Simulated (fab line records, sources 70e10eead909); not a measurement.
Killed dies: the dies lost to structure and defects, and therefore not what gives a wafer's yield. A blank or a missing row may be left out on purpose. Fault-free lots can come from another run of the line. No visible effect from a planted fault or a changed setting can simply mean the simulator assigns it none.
Which of the tools did it? -- flow nand_harc -- Sampling: 6 lots, 18 wafers, 3 of 1159 route steps

## WHAT THE GAUGES SHOWED, per wafer
NHARC_THIN_TSV_CD_MEAS_33: the cd target is 5000 nm.
lot,measured,on,cd_nm (nm)
L827,day 19 18:30,cd_sem-02,4999.1 4999.0 5000.2
L828,day 21 00:32,cd_sem-03,4998.4 5000.2 4999.6
L830,day 21 01:43,cd_sem-01,5002.3 5002.0 5004.8
L836,day 22 00:07,cd_sem-03,5002.1 5002.8 5002.6
L837,day 23 04:22,cd_sem-02,5003.5 4998.7 4999.8
L843,day 24 03:24,cd_sem-02,5003.1 5000.1 5003.2

## WHAT TOOL EACH LOT RAN ON (gives the tool, then ch and the chambers of the sampled wafers, and finally the start)
lot,NHARC_A_STAIRCASE_DEP_151,NHARC_THIN_TSV_DESCUM_14
L827,"pecvd-02 ch 0,2, day 13 00:46","rie_diel-07 ch 0,1,2, day 19 12:43"
L828,"pecvd-02 ch 1,2, day 14 04:28","rie_diel-13 ch 0,1,2, day 20 18:55"
L830,"pecvd-02 ch 0,1,2, day 14 19:13","rie_diel-05 ch 0,1,2, day 20 19:59"
L836,"pecvd-02 ch 0,1,2, day 15 18:07","rie_diel-05 ch 0,1,2, day 21 18:05"
L837,"pecvd-02 ch 0,1,2, day 16 08:28","rie_diel-13 ch 0,1, day 22 22:37"
L843,"pecvd-04 ch 0,1,2, day 17 17:26","rie_diel-13 ch 0,1,2, day 23 21:38"
- NHARC_A_STAIRCASE_DEP_151: deposits SiO2, target thk 3800 nm.
- NHARC_THIN_TSV_DESCUM_14: chemistry O2, time 3 s.

## THE ANSWER, worked out from the rows above alone
Rule: the usual values come from the lots themselves. Put in order of their means at a reading, lots are off if they are a third of the lots or fewer, leave a main group of 4 or more, and stand apart from it by a gap of 3 or more times the standard deviation of the main group's means; of several such gaps the widest counts. A main group is skipped when, at the precision printed for the reading in the tables above, its means are all equal. A lot without any number at a reading at which 4 lots or more have one is off too. Any other lot the step has rows for is counted as sound.
Across all readings shown, no lot is off: no conclusion can be drawn from this.

## WHAT THE SIMULATOR PUT IN
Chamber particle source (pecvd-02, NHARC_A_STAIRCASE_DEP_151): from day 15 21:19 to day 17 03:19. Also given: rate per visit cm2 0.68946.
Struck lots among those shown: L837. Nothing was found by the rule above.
